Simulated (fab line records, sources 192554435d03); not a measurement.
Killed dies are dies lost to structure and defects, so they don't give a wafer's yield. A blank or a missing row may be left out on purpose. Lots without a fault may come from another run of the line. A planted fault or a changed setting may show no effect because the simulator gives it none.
Chamber matching | flow n5_finfet | N5_BEOL_M14_DEP_53 on pecvd-02: 3 sister chambers
The step deposits SiCN from 3MS/NH3, target thk 50 nm, time 17.8 s. 6 wafers are shown with their chamber, then 8 later ones without.

WAFERS WITH THEIR CHAMBER
wafer  | chamber | throttle_valve_pct (%) | showerhead_plenum_p_Torr (Torr)
L081.5 | 1       | 17.5                   | 4.181
L080.5 | 1       | 17.6                   | 4.188
L080.6 | 2       | 16.4                   | 4.182
L091.3 | 2       | 16.5                   | 4.180
L091.4 | 0       | 16.8                   | 4.152
L095.1 | 0       | 16.7                   | 4.164

WAFERS WITHOUT THEIR CHAMBER
wafer  | throttle_valve_pct (%) | showerhead_plenum_p_Torr (Torr)
L095.4 | 16.6                   | 4.148
L095.6 | 17.8                   | 4.185
L092.2 | 16.9                   | 4.152
L092.5 | 16.9                   | 4.177
L092.6 | 17.7                   | 4.181
L096.3 | 17.6                   | 4.182
L096.4 | 17.7                   | 4.185
L096.5 | 16.9                   | 4.171

WHICH CHAMBER EACH WENT THROUGH
wafer  | from the rows above | in truth
L095.4 | 0                   | 0
L095.6 | 1                   | 1
L092.2 | 0                   | 0
L092.5 | 0                   | 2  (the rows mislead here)
L092.6 | 1                   | 1
L096.3 | 1                   | 1
L096.4 | 1                   | 1
L096.5 | 0                   | 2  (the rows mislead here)
Placed correctly: 6 of 8. Can't be placed from these rows: 0. Placed wrongly: 2.
How it was worked out, from the rows above alone: a wafer's distance from a chamber is the root of the sum, over the readings, of the square of ((its reading less the chamber's mean) divided by the reading's scatter). The wafer belongs to the nearest chamber; if the next one is less than 2 further off, it can't be placed. A chamber's mean is the mean of its shown wafers. The scatter: the root of (the sum of the squares of (reading less its chamber's mean) over the shown wafers, divided by (wafers less chambers)).
